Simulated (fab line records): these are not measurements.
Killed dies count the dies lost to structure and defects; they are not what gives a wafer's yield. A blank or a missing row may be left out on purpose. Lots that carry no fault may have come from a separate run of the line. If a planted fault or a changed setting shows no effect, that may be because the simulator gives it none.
Which tool was responsible? | flow nandHarc | 42 wafers from 15 lots sampled at 4 of the route's 1159 steps

WHAT THE GAUGES SHOWED, per wafer
NHARC_A_SOURCE_PLATE_THK_MEAS_06: measures by ellipsometry.
lot  | measured     | on           | thkNm (nm)
L324 | day 7 20:20  | filmMetro-02 | 194.9 196.4 195.1
L323 | day 7 20:20  | filmMetro-01 | 196.5 201.0 201.9
L326 | day 8 10:45  | filmMetro-01 | 198.8 199.2 197.4
L327 | day 8 10:45  | filmMetro-02 | 196.6 196.6 193.6
L328 | day 8 18:21  | filmMetro-01 | 200.6 201.3
L330 | day 9 02:01  | filmMetro-01 | 200.3 199.5
L331 | day 9 13:59  | filmMetro-01 | 200.0 200.6
L337 | day 10 20:32 | filmMetro-01 | 199.7 200.6 201.7
L335 | day 10 20:34 | filmMetro-01 | 198.0 198.4 199.2
L338 | day 11 17:04 | filmMetro-01 | 200.1 200.9 198.7
L340 | day 11 17:05 | filmMetro-02 | 200.4 201.5 201.1
L342 | day 12 01:26 | filmMetro-01 | 198.3 201.4 199.3
L341 | day 12 01:26 | filmMetro-02 | 198.8 198.9 199.4
L344 | day 12 10:56 | filmMetro-01 | 204.0 205.0 204.3
L346 | day 13 04:00 | filmMetro-02 | 200.8 200.5 202.6

NHARC_A_ONON_D1_THK_MEAS_08: measures by ellipsometry.
lot  | measured     | on           | thkNm (nm)
L324 | day 7 22:07  | filmMetro-01 | 987 990 989
L323 | day 7 22:08  | filmMetro-02 | 989 991 990
L326 | day 8 12:47  | filmMetro-01 | 991 992 991
L327 | day 8 12:31  | filmMetro-01 | 1000 999 998
L328 | day 8 20:10  | filmMetro-02 | 596 597
L330 | day 9 03:47  | filmMetro-01 | 1001 594
L331 | day 9 15:45  | filmMetro-01 | 585 993
L337 | day 10 22:47 | filmMetro-02 | 998 996 997
L335 | day 10 23:08 | filmMetro-01 | 1003 1004 1003
L338 | day 11 19:26 | filmMetro-01 | 1008 1008 1007
L340 | day 11 19:28 | filmMetro-01 | 1010 1014 1013
L342 | day 12 03:12 | filmMetro-02 | 1015 1013 1015
L341 | day 12 03:13 | filmMetro-02 | 997 996 993
L344 | day 12 12:56 | filmMetro-02 | 1013 1012 1013
L346 | day 13 05:50 | filmMetro-02 | 1015 1015 1017

NHARC_END_SORT_01.
lot  | measured     | on        | killedAtArray | killedAtOther | killedAtPeriphery | killedDies | killedOpen | killedShort
L328 | day 20 19:42 | prober-01 | 673 668       | 2 4           | 2 5               | 677 677    | 3 2        | 2 2
L330 | day 21 05:56 | prober-01 | 15 675        | 0 1           | 3 1               | 18 677     | 3 3        | 0 4
L331 | day 21 22:07 | prober-01 | 673 26        | 0 0           | 4 6               | 677 32     | 1 4        | 0 1

EACH LOT AND THE TOOL THAT RAN IT (in order: tool; ch and the chambers of the sampled wafers; start)
lot  | NHARC_A_ONON_D1_DEP_06
L324 | pecvdOnon-04 ch 0, day 7 21:43
L323 | pecvdOnon-02 ch 0, day 7 21:48
L326 | pecvdOnon-02 ch 0, day 8 12:17
L327 | pecvdOnon-04 ch 0, day 8 12:04
L328 | pecvdOnon-02 ch 0, day 8 19:40
L330 | pecvdOnon-02 ch 0, day 9 03:27
L331 | pecvdOnon-02 ch 0, day 9 15:14
L337 | pecvdOnon-01 ch 0, day 10 22:27
L335 | pecvdOnon-01 ch 0, day 10 22:38
L338 | pecvdOnon-04 ch 0, day 11 18:55
L340 | pecvdOnon-01 ch 0, day 11 19:01
L342 | pecvdOnon-02 ch 0, day 12 02:41
L341 | pecvdOnon-01 ch 0, day 12 02:46
L344 | pecvdOnon-01 ch 0, day 12 12:29
L346 | pecvdOnon-04 ch 0, day 13 05:19
- NHARC_A_ONON_D1_DEP_06: target thk 1000 nm.

AS READ BY THE TOOLS THEMSELVES (means over the sampled wafers that have a number; for cases with no such wafer, the mark the record gives instead)
The record holds no such reading with a usual standard deviation.

THE ANSWER, worked out from the rows above alone
Rule: the lots themselves supply what counts as usual. The widest of any qualifying gaps counts: lots, ordered by their means at a reading, are off when they make up no more than a third of the lots, leave a main group of 4 or more, and stand apart from it by 3 or more times the standard deviation of that group's means. If all means in a main group match to the digits the tables above print for the reading, that group is not used. A lot without any number at a reading at which 4 lots or more have one is off too. Any other lot the step has rows for is counted as sound. First the gauges in route order, then the tools' own readings, where a lot's mean is used as printed above. The first step at which some lot is off is used, and at that step the reading that is off furthest; a lot without a number counts as furthest.
Off: L328, L330, L331 (NHARC_A_ONON_D1_THK_MEAS_08, thkNm). The main group has a mean of 1002 nm with a standard deviation of 9.6.
If a tool, at a process step before that reading, ran all the lots that are off and no sound lot after the first of them, it fits. Those tools and the gauges at NHARC_A_ONON_D1_THK_MEAS_08 are tried in the same way. Not one of the candidates tried fits.

WHAT HAD BEEN PUT IN BY THE SIMULATOR
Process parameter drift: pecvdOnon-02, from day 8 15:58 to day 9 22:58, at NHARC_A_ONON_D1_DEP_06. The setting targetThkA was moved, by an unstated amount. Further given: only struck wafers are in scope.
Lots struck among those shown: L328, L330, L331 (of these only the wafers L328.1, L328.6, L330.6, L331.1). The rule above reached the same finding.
